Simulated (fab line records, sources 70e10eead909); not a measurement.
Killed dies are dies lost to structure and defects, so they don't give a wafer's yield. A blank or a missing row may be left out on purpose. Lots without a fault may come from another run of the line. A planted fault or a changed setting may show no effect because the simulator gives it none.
Chamber matching | flow nand_harc | NHARC_THIN_TSV_ETCHBACK_48 on rie_diel-07: 4 sister chambers
The step etches the open film in C4F8/Ar, target depth 1028.5 nm, time 405.17 s. 14 wafers are shown with their chamber, then 7 later ones without.

WAFERS WITH THEIR CHAMBER
wafer  | chamber | rf_vpp_V (V) | rf_fwd_power_W (W) | oes_product_au (a.u.)
L102.3 | 1       | 540.3        | 601.5              | 0.97
L102.4 | 0       | 546.4        | 598.6              | 0.97
L102.6 | 1       | 542.4        | 601.4              | 0.95
L104.4 | 1       | 542.5        | 601.8              | 0.97
L104.5 | 1       | 541.4        | 600.4              | 0.96
L104.6 | 0       | 547.1        | 597.6              | 0.98
L106.3 | 0       | 545.8        | 598.0              | 0.93
L106.4 | 2       | 548.2        | 599.3              | 0.93
L106.6 | 3       | 541.5        | 602.3              | 0.92
L113.1 | 3       | 543.1        | 602.8              | 0.97
L113.5 | 0       | 545.9        | 599.6              | 0.98
L113.6 | 3       | 542.6        | 600.0              | 0.97
L115.2 | 1       | 542.9        | 598.8              | 0.99
L115.3 | 0       | 546.0        | 599.7              | 1.01

SIGNATURES (means of the wafers above)
reading        | chamber 0 | chamber 1 | chamber 2 | chamber 3 | scatter within a chamber
rf_vpp_V       | 546.240   | 541.900   | 548.200   | 542.400   | 0.83
rf_fwd_power_W | 598.700   | 600.780   | 599.300   | 601.700   | 1.18
oes_product_au | 0.9740    | 0.9680    | 0.9300    | 0.9533    | 0.0242
Rule: a wafer's distance from a chamber is the root of the sum, over the readings, of the square of ((its reading less the chamber's mean) divided by the reading's scatter). The wafer belongs to the nearest chamber; if the next one is less than 2 further off, it can't be placed. The scatter: the root of (the sum of the squares of (reading less its chamber's mean) over the shown wafers, divided by (wafers less chambers)).

WAFERS WITHOUT THEIR CHAMBER
wafer  | rf_vpp_V (V) | rf_fwd_power_W (W) | oes_product_au (a.u.)
L115.5 | 548.8        | 600.4              | 1.00
L122.2 | 548.5        | 600.6              | 0.94
L122.4 | 548.1        | 597.7              | 0.94
L122.6 | 540.0        | 598.4              | 0.94
L123.4 | 541.8        | 598.7              | 0.93
L123.5 | 543.6        | 598.1              | 0.93
L123.6 | 547.2        | 598.0              | 0.95

WHICH CHAMBER EACH WENT THROUGH
wafer  | from the rows above          | in truth
L115.5 | can't be placed: 2 or 0      | 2
L122.2 | 2                            | 2
L122.4 | can't be placed: 2 or 0      | 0
L122.6 | can't be placed: 1 or 3      | 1
L123.4 | can't be placed: 1 or 3      | 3
L123.5 | can't be placed: 1 or 3 or 0 | 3
L123.6 | can't be placed: 0 or 2      | 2
Placed correctly: 1 of 7. Can't be placed from these rows: 6 (the true chamber is among the candidates in 6). Placed wrongly: 0.
